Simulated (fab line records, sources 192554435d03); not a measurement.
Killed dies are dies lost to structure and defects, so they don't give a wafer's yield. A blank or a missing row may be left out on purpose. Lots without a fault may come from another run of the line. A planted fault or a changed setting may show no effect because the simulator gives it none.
Chamber matching | flow n5_finfet | N5_MOL_CONTACT_COAG_ETCHBACK_135 on rie_diel-02: 4 sister chambers
The step etches SiO2 in CHF3, target depth 25 nm, time 16.7 s. 4 wafers are shown with their chamber, then 7 later ones without.

WAFERS WITH THEIR CHAMBER
wafer  | chamber | showerhead_plenum_p_Torr (Torr)
L087.2 | 1       | 2.29
L087.6 | 3       | 2.37
L089.2 | 0       | 2.36
L089.3 | 2       | 2.46

WAFERS WITHOUT THEIR CHAMBER
wafer  | showerhead_plenum_p_Torr (Torr)
L089.4 | 2.28
L094.2 | 2.35
L094.4 | 2.36
L094.6 | 2.28
L095.3 | 2.46
L095.4 | 2.35
L095.6 | 2.46

WHICH CHAMBER EACH WENT THROUGH
wafer  | from the rows above     | in truth
L089.4 | 1                       | 1
L094.2 | can't be placed: 0 or 3 | 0
L094.4 | can't be placed: 0 or 3 | 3
L094.6 | 1                       | 1
L095.3 | 2                       | 2
L095.4 | can't be placed: 0 or 3 | 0
L095.6 | 2                       | 2
Placed correctly: 4 of 7. Can't be placed from these rows: 3 (the true chamber is among the candidates in 3). Placed wrongly: 0.
How it was worked out, from the rows above alone: a wafer's distance from a chamber is the root of the sum, over the readings, of the square of ((its reading less the chamber's mean) divided by the reading's scatter). The wafer belongs to the nearest chamber; if the next one is less than 2 further off, it can't be placed. A chamber's mean is the mean of its shown wafers. The scatter: with one shown wafer a chamber, the root of the mean of the squares of how far each hidden wafer lies from its nearest shown one.
